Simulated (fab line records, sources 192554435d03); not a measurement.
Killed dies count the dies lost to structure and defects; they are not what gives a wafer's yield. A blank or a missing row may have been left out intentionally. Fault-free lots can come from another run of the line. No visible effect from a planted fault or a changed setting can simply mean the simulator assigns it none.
Chamber matching + flow n5Finfet + N5_BEOL_M5_PECVD_70 on pecvd-02: 3 sister chambers
The step deposits SiO2 from TEOS/O2, target thk 16 nm, time 18 s. 6 wafers are shown with their chamber, then 10 later ones without.

WAFERS, EACH WITH ITS CHAMBER
| wafer  | chamber | throttleValvePct (%) | showerheadPlenumPTorr (Torr) |
|--------|---------|----------------------|------------------------------|
| L078.4 | 2       | 22.8                 | 8.81                         |
| L090.4 | 1       | 21.6                 | 8.69                         |
| L089.2 | 2       | 22.8                 | 8.82                         |
| L089.6 | 0       | 23.0                 | 8.84                         |
| L088.1 | 0       | 23.2                 | 8.81                         |
| L088.3 | 1       | 21.1                 | 8.70                         |

WAFERS WITHOUT THEIR CHAMBER
| wafer  | throttleValvePct (%) | showerheadPlenumPTorr (Torr) |
|--------|----------------------|------------------------------|
| L088.6 | 21.1                 | 8.68                         |
| L091.1 | 21.1                 | 8.71                         |
| L091.2 | 23.4                 | 8.85                         |
| L091.6 | 23.0                 | 8.83                         |
| L094.1 | 22.9                 | 8.85                         |
| L094.2 | 23.1                 | 8.83                         |
| L094.5 | 23.0                 | 8.84                         |
| L095.2 | 21.2                 | 8.70                         |
| L095.5 | 23.0                 | 8.85                         |
| L095.6 | 22.9                 | 8.83                         |

CHAMBER TAKEN BY EACH
| wafer  | from the rows above     | in truth |
|--------|-------------------------|----------|
| L088.6 | 1                       | 1        |
| L091.1 | 1                       | 1        |
| L091.2 | can't be placed: 0 or 2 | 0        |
| L091.6 | can't be placed: 0 or 2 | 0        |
| L094.1 | can't be placed: 0 or 2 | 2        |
| L094.2 | can't be placed: 0 or 2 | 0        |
| L094.5 | can't be placed: 0 or 2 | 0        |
| L095.2 | 1                       | 1        |
| L095.5 | can't be placed: 0 or 2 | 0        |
| L095.6 | can't be placed: 0 or 2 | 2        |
Correct placement for 3 of the 10. Not placeable from these rows: 7 (in 7, the candidates include the true chamber). Number placed wrongly: 0.
How it was worked out, from the rows above alone: a wafer's distance from a chamber is the root of the sum, over the readings, of the square of ((its reading less the chamber's mean) divided by the reading's scatter). If the next closest chamber is less than 2 further off than the closest, the wafer can't be placed; otherwise it belongs to the closest. The mean given for a chamber averages the wafers shown for that chamber. The scatter is the square root of a quotient: the sum, over the shown wafers, of each reading's squared deviation from its chamber's mean, divided by wafers minus chambers.
